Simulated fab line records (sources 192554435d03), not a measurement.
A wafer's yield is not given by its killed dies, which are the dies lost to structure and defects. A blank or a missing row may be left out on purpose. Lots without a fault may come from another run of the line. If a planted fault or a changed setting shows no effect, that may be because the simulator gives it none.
Split-lot experiment	flow n5-finfet	21 wafers read from 7 lots, route of 1938 steps

== ABOUT THE SPLIT ==
At N5_PASSIVATION_EXPOSE_27 (exposes mask PAD, defocus 0 nm), the setting dose-mj was moved away from the recipe's 32.3 on 9 of the 21 wafers read, by -7.4% to -2.8%. For the rest of the wafers, this setting stayed at what the recipe calls for.

== FROM THE SPLIT TO THE READING: what the file shows between them, 3 steps ==
- N5_PASSIVATION_PEB_28
- N5_PASSIVATION_DEVELOP_29: develop time 60 s
- N5_PASSIVATION_HARDBAKE_31: time 120 s

== THE READING ==
At N5_PASSIVATION_CD_MEAS_30: cd-nm in nanometres, against a target cd of 4000 nm. Typical for fault-free wafers on this fab line: 4000.8 nm, with standard deviation 2.4 nm.

wafer	tool, chamber at the split	dose-mj as run	against the recipe	cd-nm, nm	against lot-mates on the recipe
L085.1	krf-scanner-01, 0	31.38	-2.8%	3998.7	+0.6
L085.2	krf-scanner-01, 0	31.38	-2.8%	3996.7	-1.4
L085.3	krf-scanner-01, 0	32.3	recipe	3998.1	-
L084.3	krf-scanner-01, 0	32.3	recipe	4003.0	-
L084.4	krf-scanner-01, 0	32.3	recipe	4002.9	-
L084.5	krf-scanner-01, 0	30.57	-5.4%	3991.3	-11.6
L086.3	krf-scanner-01, 0	32.3	recipe	3997.4	-
L086.4	krf-scanner-01, 0	32.3	recipe	4000.3	-
L086.5	krf-scanner-01, 0	32.3	recipe	4002.0	-
L089.1	krf-scanner-02, 0	30.66	-5.1%	3989.8	-8.7
L089.5	krf-scanner-02, 0	32.3	recipe	3996.2	-
L089.6	krf-scanner-02, 0	32.3	recipe	4000.8	-
L090.2	krf-scanner-02, 0	30.37	-6.0%	3990.7	-10.9
L090.4	krf-scanner-02, 0	32.3	recipe	4001.6	-
L090.5	krf-scanner-02, 0	30.37	-6.0%	3991.7	-9.9
L096.1	krf-scanner-01, 0	32.3	recipe	3998.8	-
L096.2	krf-scanner-01, 0	29.91	-7.4%	3990.6	-9.8
L096.6	krf-scanner-01, 0	32.3	recipe	4002.1	-
L097.2	krf-scanner-02, 0	30.53	-5.5%	3992.3	-11.9
L097.4	krf-scanner-02, 0	32.3	recipe	4004.2	-
L097.5	krf-scanner-02, 0	30.53	-5.5%	3992.0	-12.2

THE FIT
A straight line over all 21 wafers: cd-nm changes by +1.57 nm for each +1% of dose-mj; r = +0.90; the points scatter about the line by 2.1 nm.
The same after taking each lot's own level away (the mean of its wafers on the recipe; 21 wafers): +1.75 nm for each +1%; r = +0.91; scatter 2.3 nm.
Per that fit: largest dose-mj move, reading shift of 13 nm.
Across the lots, their own levels run from 3998.10 to 4004.20 nm, a range of 2.5 times the standard deviation given above.
So the slope is not independent of the lot-to-lot level: the two fits are not the same.
Check: for one of the wafers moved furthest among these (-7.4%), held out of the fit, the line's prediction against its lot-mates is -13.5 nm. It came out at -9.85 nm against them.

== FILE'S OWN FIT ==
cd-nm changes by +1.69 nm for each +1% of dose-mj, r = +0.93.
